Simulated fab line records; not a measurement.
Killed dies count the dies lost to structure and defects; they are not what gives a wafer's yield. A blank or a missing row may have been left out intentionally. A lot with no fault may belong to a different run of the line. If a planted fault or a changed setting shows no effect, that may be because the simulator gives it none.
What tool caused it?    flow n5_finfet    12 lots with 36 wafers sampled at 2 steps, on a route of 1938 steps

== WHAT THE GAUGES SHOWED, per wafer ==
N5_BEOL_M3_THK_MEAS_53: measures by xrf.
lot   measured      on             M3_THK (nm)
L075  day 8 18:21   film_metro-01  38.9 39.2 39.6
L077  day 9 06:10   film_metro-02  39.0 40.8 40.6
L080  day 9 17:17   film_metro-02  38.7 38.8 39.7
L079  day 9 22:22   film_metro-02  40.9 40.5 43.2
L083  day 10 15:22  film_metro-01  41.7 39.2 41.1
L087  day 11 12:17  film_metro-02  39.6 39.0 40.3
L085  day 11 17:26  film_metro-01  39.2 39.8 39.1
L088  day 12 03:16  film_metro-02  39.3 39.9 40.4
L090  day 12 15:49  film_metro-02  39.5 37.3 40.7
L094  day 13 04:35  film_metro-01  35.9 39.6 39.8
L095  day 13 09:11  film_metro-02  37.0 39.7 38.3
L097  day 13 21:28  film_metro-01  39.0 37.7 40.0

== TOOL THAT RAN EACH LOT (tool first, then ch and the chambers of the sampled wafers, then the start) ==
lot   N5_BEOL_M3_ANNEAL_51
L075  rtp_anneal-01 ch 0, day 8 17:46
L077  rtp_anneal-01 ch 0, day 9 05:37
L080  rtp_anneal-01 ch 0, day 9 16:26
L079  rtp_anneal-02 ch 0, day 9 21:35
L083  rtp_anneal-01 ch 0, day 10 14:46
L087  rtp_anneal-01 ch 0, day 11 11:42
L085  rtp_anneal-02 ch 0, day 11 16:56
L088  rtp_anneal-02 ch 0, day 12 02:46
L090  rtp_anneal-02 ch 0, day 12 15:14
L094  rtp_anneal-02 ch 0, day 13 04:05
L095  rtp_anneal-01 ch 0, day 13 08:25
L097  rtp_anneal-01 ch 0, day 13 20:52
- N5_BEOL_M3_ANNEAL_51: time 90 s.

== THE ANSWER, worked out from the rows above alone ==
Rule: the lots themselves supply what counts as usual. Put in order of their means at a reading, lots are off if they are a third of the lots or fewer, leave a main group of 4 or more, and stand apart from it by a gap of 3 or more times the standard deviation of the main group's means; of several such gaps the widest counts. The tables above print the reading to a certain number of digits; a main group whose means all agree to those digits is not used. A lot without any number at a reading at which 4 lots or more have one is off too. Where the step has rows for the other lots, those lots are counted as sound.
No lot is off at any reading shown: from this, nothing can be told.

== WHAT HAD BEEN PUT IN BY THE SIMULATOR ==
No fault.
